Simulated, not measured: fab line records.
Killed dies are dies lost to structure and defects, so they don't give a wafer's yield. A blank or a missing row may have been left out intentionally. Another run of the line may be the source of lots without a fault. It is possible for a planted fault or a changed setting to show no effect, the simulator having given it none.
Split-lot study :: flow n5Finfet :: 21 wafers read across 7 lots, on a route 1938 steps long

## SPLIT DETAILS
At N5_FIN_CUT_COAT_18 (time 60 s, resist thk 230 nm), the setting spinRpm was moved away from the recipe's 1500 rpm on 9 of the 21 wafers read, by -9.3% to +7.4%. All remaining wafers had this setting at the recipe value.

## FROM THE SPLIT TO THE READING: what the file shows between them, 11 steps
- N5_FIN_CUT_EXPOSE_05: exposes mask FIN CUT (also split here: doseMj)
- N5_FIN_CUT_PEB_06: peb time 60 s
- N5_FIN_CUT_DEVELOP_07: develop time 30 s
- N5_FIN_CUT_DESCUM_13: chemistry O2, time 7 s
- N5_FIN_CUT_ETCH_30: etches underlayer in N2/H2, target depth 13 nm, time 10.4 s
- N5_FIN_CUT_ETCH_20: etches SiARC in CF4, target depth 26 nm, time 43.3 s
- N5_FIN_CUT_ETCH_21: etches SOC in N2/H2, target depth 219 nm, overetch 43.8 nm, time 523.5 s
- N5_FIN_CUT_STRIP_23: strips in N2/H2
- N5_FIN_CUT_STRIP_31: strips in N2/H2
- N5_FIN_CUT_CUT_ETCH_27: etches SiO2 in CHF3/O2, target depth 4 nm, overetch 2 nm, time 4.9 s
- N5_FIN_CUT_PRECLEAN_35: cleans in vHF, time 13.3 s

## THE READING
SOC_of_FIN_CUT_COAT_18.thkNm (the simulator's own value, which no gauge read), in nm, at N5_FIN_CUT_CUT_ETCH_15 (etches Si in HBr/Cl2/O2, target depth 100 nm, bt time 10 s, time 42.4 s). The file gives no usual value for it. Here, 12 wafers ran the recipe; their average is 171.0 nm with a standard deviation of 1 nm.

wafer: L075.1
tool, chamber at the split: lithoTrack-03, 0
spinRpm as run, rpm: 1611
against the recipe: +7.4%
SOC_of_FIN_CUT_COAT_18.thkNm, nm: 163
against lot-mates on the recipe: -7.6

wafer: L075.3
tool, chamber at the split: lithoTrack-03, 0
spinRpm as run, rpm: 1611
against the recipe: +7.4%
SOC_of_FIN_CUT_COAT_18.thkNm, nm: 161.8
against lot-mates on the recipe: -8.8

wafer: L075.6
tool, chamber at the split: lithoTrack-03, 0
spinRpm as run, rpm: 1500
against the recipe: recipe
SOC_of_FIN_CUT_COAT_18.thkNm, nm: 170.6
against lot-mates on the recipe: -

wafer: L076.4
tool, chamber at the split: lithoTrack-05, 0
spinRpm as run, rpm: 1594
against the recipe: +6.3%
SOC_of_FIN_CUT_COAT_18.thkNm, nm: 164.8
against lot-mates on the recipe: -7.4

wafer: L076.5
tool, chamber at the split: lithoTrack-05, 0
spinRpm as run, rpm: 1500
against the recipe: recipe
SOC_of_FIN_CUT_COAT_18.thkNm, nm: 172.2
against lot-mates on the recipe: -

wafer: L076.6
tool, chamber at the split: lithoTrack-05, 0
spinRpm as run, rpm: 1500
against the recipe: recipe
SOC_of_FIN_CUT_COAT_18.thkNm, nm: 172.2
against lot-mates on the recipe: -

wafer: L084.1
tool, chamber at the split: lithoTrack-03, 0
spinRpm as run, rpm: 1500
against the recipe: recipe
SOC_of_FIN_CUT_COAT_18.thkNm, nm: 169.6
against lot-mates on the recipe: -

wafer: L084.2
tool, chamber at the split: lithoTrack-03, 0
spinRpm as run, rpm: 1564
against the recipe: +4.3%
SOC_of_FIN_CUT_COAT_18.thkNm, nm: 165
against lot-mates on the recipe: -4.6

wafer: L084.3
tool, chamber at the split: lithoTrack-03, 0
spinRpm as run, rpm: 1564
against the recipe: +4.3%
SOC_of_FIN_CUT_COAT_18.thkNm, nm: 166.2
against lot-mates on the recipe: -3.4

wafer: L087.1
tool, chamber at the split: lithoTrack-03, 0
spinRpm as run, rpm: 1544
against the recipe: +2.9%
SOC_of_FIN_CUT_COAT_18.thkNm, nm: 169
against lot-mates on the recipe: -2.9

wafer: L087.2
tool, chamber at the split: lithoTrack-03, 0
spinRpm as run, rpm: 1500
against the recipe: recipe
SOC_of_FIN_CUT_COAT_18.thkNm, nm: 172.6
against lot-mates on the recipe: -

wafer: L087.6
tool, chamber at the split: lithoTrack-03, 0
spinRpm as run, rpm: 1500
against the recipe: recipe
SOC_of_FIN_CUT_COAT_18.thkNm, nm: 171.2
against lot-mates on the recipe: -

wafer: L090.1
tool, chamber at the split: lithoTrack-05, 0
spinRpm as run, rpm: 1360
against the recipe: -9.3%
SOC_of_FIN_CUT_COAT_18.thkNm, nm: 180.6
against lot-mates on the recipe: +11.6

wafer: L090.3
tool, chamber at the split: lithoTrack-05, 0
spinRpm as run, rpm: 1360
against the recipe: -9.3%
SOC_of_FIN_CUT_COAT_18.thkNm, nm: 181
against lot-mates on the recipe: +12.0

wafer: L090.6
tool, chamber at the split: lithoTrack-05, 0
spinRpm as run, rpm: 1500
against the recipe: recipe
SOC_of_FIN_CUT_COAT_18.thkNm, nm: 169
against lot-mates on the recipe: -

wafer: L092.2
tool, chamber at the split: lithoTrack-03, 0
spinRpm as run, rpm: 1500
against the recipe: recipe
SOC_of_FIN_CUT_COAT_18.thkNm, nm: 170.6
against lot-mates on the recipe: -

wafer: L092.3
tool, chamber at the split: lithoTrack-03, 0
spinRpm as run, rpm: 1412
against the recipe: -5.9%
SOC_of_FIN_CUT_COAT_18.thkNm, nm: 177.6
against lot-mates on the recipe: +6.7

wafer: L092.6
tool, chamber at the split: lithoTrack-03, 0
spinRpm as run, rpm: 1500
against the recipe: recipe
SOC_of_FIN_CUT_COAT_18.thkNm, nm: 171.2
against lot-mates on the recipe: -

wafer: L097.1
tool, chamber at the split: lithoTrack-05, 0
spinRpm as run, rpm: 1500
against the recipe: recipe
SOC_of_FIN_CUT_COAT_18.thkNm, nm: 170.6
against lot-mates on the recipe: -

wafer: L097.5
tool, chamber at the split: lithoTrack-05, 0
spinRpm as run, rpm: 1500
against the recipe: recipe
SOC_of_FIN_CUT_COAT_18.thkNm, nm: 171.2
against lot-mates on the recipe: -

wafer: L097.6
tool, chamber at the split: lithoTrack-05, 0
spinRpm as run, rpm: 1500
against the recipe: recipe
SOC_of_FIN_CUT_COAT_18.thkNm, nm: 170.4
against lot-mates on the recipe: -

FIT RESULTS
A straight line over all 21 wafers: SOC_of_FIN_CUT_COAT_18.thkNm changes by -1.09 nm for each +1% of spinRpm; r = -0.98; the points scatter about the line by 0.96 nm.
The same after taking each lot's own level away (the mean of its wafers on the recipe; 21 wafers): -1.17 nm for each +1%; r = -0.99; scatter 0.57 nm.
That fit puts the effect of the largest move of spinRpm on the reading at 11 nm.
The span of the lots' own levels, 169.00 to 172.20 nm, comes to 3.2 times the standard deviation stated above.
Hence the lot-to-lot level has little effect on the slope; both slopes agree.
Check: for one of the wafers moved furthest among these (-9.3%), held out of the fit, the line's prediction against its lot-mates is +11 nm. It came out at +11.6 nm against them.

## FURTHER SPLITS ON THESE WAFERS
Before the reading, these wafers also passed through other splits. Each is held against what the fit with the lots' levels taken away leaves over:
other split on the same wafers: N5_WELL_APT_PEB_06 pebTimeS
wafers away from the commonest value: 9
r with SOC_of_FIN_CUT_COAT_18.thkNm (lot level and that fit taken away): -0.04

other split on the same wafers: N5_FIN_SAQP_ETCH_65 timeS
wafers away from the commonest value: 5
r with SOC_of_FIN_CUT_COAT_18.thkNm (lot level and that fit taken away): -0.13

other split on the same wafers: N5_FIN_CUT_EXPOSE_05 doseMj
wafers away from the commonest value: 6
r with SOC_of_FIN_CUT_COAT_18.thkNm (lot level and that fit taken away): -0.05

## THE WHOLE CHAIN: every reading that the file lists as answering this split, in the file's order
step: N5_FIN_CUT_COAT_18
what it does: time 60 s, resist thk 230 nm
reading: SOC_of_FIN_CUT_COAT_18.thkNm (the simulator's own value, which no gauge read)
change (the file's fit): -1.1 nm for each +1% of the setting
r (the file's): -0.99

step: N5_FIN_CUT_ETCH_21
what it does: etches SOC in N2/H2, target depth 219 nm, overetch 43.8 nm, time 523.5 s
reading: etch.depthNm (the simulator's own value, which no gauge read)
change (the file's fit): -1.1 nm for each +1% of the setting
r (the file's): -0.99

step: N5_FIN_CUT_CUT_ETCH_15
what it does: etches Si in HBr/Cl2/O2, target depth 100 nm, bt time 10 s, time 42.4 s
reading: SOC_of_FIN_CUT_COAT_18.thkNm (the simulator's own value, which no gauge read)
change (the file's fit): -1.16 nm for each +1% of the setting
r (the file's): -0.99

## FILE'S OWN FIT
SOC_of_FIN_CUT_COAT_18.thkNm changes by -1.16 nm for each +1% of spinRpm, r = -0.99.
